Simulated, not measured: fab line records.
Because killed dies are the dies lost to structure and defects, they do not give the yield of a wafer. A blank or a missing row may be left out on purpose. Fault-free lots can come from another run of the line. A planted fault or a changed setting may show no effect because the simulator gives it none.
Comparing a struck lot with a sound one	flow nandHarc	15 out of 1302 route steps
Sound: the wafers L669.2, L669.3, L669.6. Struck: wafer L664.5. The cause is named last.
Order at every step that has rows: each side's tool, ch and its chambers, its first start. Under that, the readings that differ: sound wafers	struck wafers	difference of the means	sigmas: that difference in standard deviations of wafers without a fault.
alike: a reading whose means differ by less than 2 such deviations, as well as words and numbers matching on both sides. not compared: withheld readings; readings where some wafer has no value; bounds like >300 that might hide an equal value; numbers whose values overlap and for which the record gives no deviation.
A row with sigmas, a row that says differs or no value, or rows on one side alone: a step with any of these is where the two part. Numbers that have no deviation but don't overlap get no sigmas and don't part them. A reading that every wafer of one side lacks parts them only if that side has two wafers or more.

first, 1 step without rows for these wafers: NHARC_P_GATE_DESCUM_31 (chemistry O2, time 3 s).
NHARC_P_GATE_ETCH_104: etches the open film in CF4/CHF3, target depth 60 nm.
  sound on rieDiel-10 ch 0,2,3, day 11 13:23; struck on rieDiel-10 ch 2, day 9 15:52
reading	sound	struck	difference	sigmas
throttleValvePct (%)	16.812 16.789 16.816	16.783	-0.023	-2
  alike: cf4FlowSccm, drypumpMotorCurrentA, oesProductAu, rfVppV, showerheadPlenumPTorr
then, 2 steps without rows for these wafers: NHARC_P_GATE_HM_OPEN_105 (chemistry O2/COS, target depth 360 nm); NHARC_P_GATE_STRIP_106 (strips in O2/COS).
NHARC_P_GATE_ETCH_114: etches the open film in CF4/O2, target depth 30 nm, overetch 3 nm, time 16.5 s.
  sound: rieDiel-10 ch 1,3; struck: rieDiel-10 ch 3
reading	sound	struck	difference	sigmas
cf4FlowSccm (sccm)	79.96 80.29 80.00	79.59	-0.49	-2
  alike: drypumpMotorCurrentA, o2FlowSccm, oesProductAu, rfVppV, showerheadPlenumPTorr, throttleValvePct
  not compared: rfHoursCounterH
NHARC_P_GATE_ETCH_32: etches the open film in HBr/Cl2, target depth 150 nm, time 100.1 s.
  sound on rieSi-05 ch 0,1,3, day 11 13:46; struck on rieSi-02 ch 1, day 9 16:18
  alike: drypumpMotorCurrentA, oesProductAu, throttleValvePct
  not compared: rfHoursCounterH
NHARC_P_GATE_STRIP_108: strips in O2.
  sound on rieDiel-10 ch 0,1,3, day 11 13:58; struck on rieDiel-04 ch 3, day 9 16:27
  alike: drypumpMotorCurrentA, o2FlowSccm, oesProductAu, rfVppV, showerheadPlenumPTorr, throttleValvePct
  not compared: rfHoursCounterH
NHARC_P_GATE_CD_MEAS_33:
  sound on cdSem-02, day 11 14:07; struck on cdSem-01, day 9 16:34
  alike: cdNm
then, 3 steps without rows for these wafers: NHARC_P_GATE_STRIP_35 (strips in SPM, time 600 s); NHARC_P_GATE_PRECLEAN_73 (cleans in SC1); NHARC_P_GATE_SRD_74.
NHARC_P_GATE_ALD_36: deposits SiNx, target thk 20 nm, pulse time 60 s, ald cycles 223.
  sound on aldSin-03 ch 1,2,3, day 11 15:38; struck on aldSin-03 ch 0, day 9 21:09
  alike: heaterPowerW, precursorPulseHeightRel
NHARC_P_GATE_ETCHBACK_37: etches the open film in CHF3/O2, target depth 34.5 nm, time 17.2 s.
  sound on rieDiel-04 ch 0,1,2, day 12 00:08; struck on rieDiel-09 ch 1, day 10 02:26
reading	sound	struck	difference	sigmas
oesProductAu (a.u.)	0.926 0.924 0.942	1.001	+0.070	+3
runLengthS (s)	39.0 38.4 38.6	40.6	+1.9	+4
  alike: chf3FlowSccm, drypumpMotorCurrentA, o2FlowSccm, rfVppV, showerheadPlenumPTorr, throttleValvePct
  not compared: rfHoursCounterH
then, 2 steps without rows for these wafers: NHARC_P_GATE_STRIP_101 (strips in O2, time 20 s); NHARC_END_SORT_01.

WHERE THEY PART
At NHARC_P_GATE_ETCH_104 first; at NHARC_P_GATE_ETCHBACK_37 last (within this record only).

WHY: what had been put in by the simulator
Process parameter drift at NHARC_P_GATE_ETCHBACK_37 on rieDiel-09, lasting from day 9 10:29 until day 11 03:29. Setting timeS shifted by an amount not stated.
